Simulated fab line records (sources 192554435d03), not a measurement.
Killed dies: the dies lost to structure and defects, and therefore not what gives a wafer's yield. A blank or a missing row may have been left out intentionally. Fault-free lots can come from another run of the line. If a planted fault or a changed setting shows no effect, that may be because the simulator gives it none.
Matching of chambers    flow n5Finfet    N5_HKMG_FIN_ETCH_67 on rieDiel-03: 4 sister chambers
The step etches SOC in N2/H2, stops on TiN, target depth 388.9 nm. 14 wafers are shown with their chamber, then 7 later ones without.

WAFERS WITH THEIR CHAMBER
wafer   chamber  drypumpMotorCurrentA (A)  throttleValvePct (%)  oesProductAu (a.u.)
L077.3  2        4.7                       17.88                 0.70
L077.4  3        6.4                       18.06                 0.79
L077.5  0        5.2                       17.85                 0.69
L080.1  0        5.2                       17.84                 0.68
L080.2  2        4.7                       17.88                 0.70
L080.5  0        5.3                       17.86                 0.68
L081.2  3        6.4                       18.08                 0.78
L081.3  2        4.7                       17.89                 0.69
L081.6  2        4.7                       17.89                 0.70
L083.3  1        5.4                       17.15                 0.91
L083.5  3        6.4                       18.09                 0.77
L083.6  2        4.7                       17.89                 0.69
L087.1  3        6.4                       18.11                 0.76
L087.5  2        4.7                       17.93                 0.68

SIGNATURES (means of the wafers above)
reading               chamber 0  chamber 1  chamber 2  chamber 3  scatter within a chamber
drypumpMotorCurrentA  5.233      5.400      4.700      6.400      0.0258
throttleValvePct      17.8500    17.1500    17.8933    18.0850    0.018
oesProductAu          0.6833     0.9100     0.6933     0.7750     0.00949
Rule: a wafer's distance from a chamber is the root of the sum, over the readings, of the square of ((its reading less the chamber's mean) divided by the reading's scatter). If the next closest chamber is less than 2 further off than the closest, the wafer can't be placed; otherwise it belongs to the closest. How the scatter is found: for the shown wafers, subtract from each reading the mean of its chamber, square and add these, divide the total by (wafers less chambers), then take the root.

WAFERS WITHOUT THEIR CHAMBER
wafer   drypumpMotorCurrentA (A)  throttleValvePct (%)  oesProductAu (a.u.)
L087.6  5.4                       17.16                 0.88
L095.1  4.7                       17.48                 0.97
L095.5  5.4                       17.18                 0.85
L095.6  4.7                       17.49                 0.97
L096.1  4.7                       17.48                 0.96
L096.2  5.4                       17.18                 0.85
L096.4  5.2                       17.52                 0.86

WHICH CHAMBER EACH WENT THROUGH
wafer    from the rows above   in truth
L087.6   1                     1
L095.1   1                     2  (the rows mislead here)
L095.5   1                     1
L095.6   1                     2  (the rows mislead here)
L096.1   1                     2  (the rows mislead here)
L096.2   1                     1
L096.4   1                     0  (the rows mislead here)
Correct placement for 3 of the 7. Can't be placed from these rows: 0. Placed wrongly: 4.
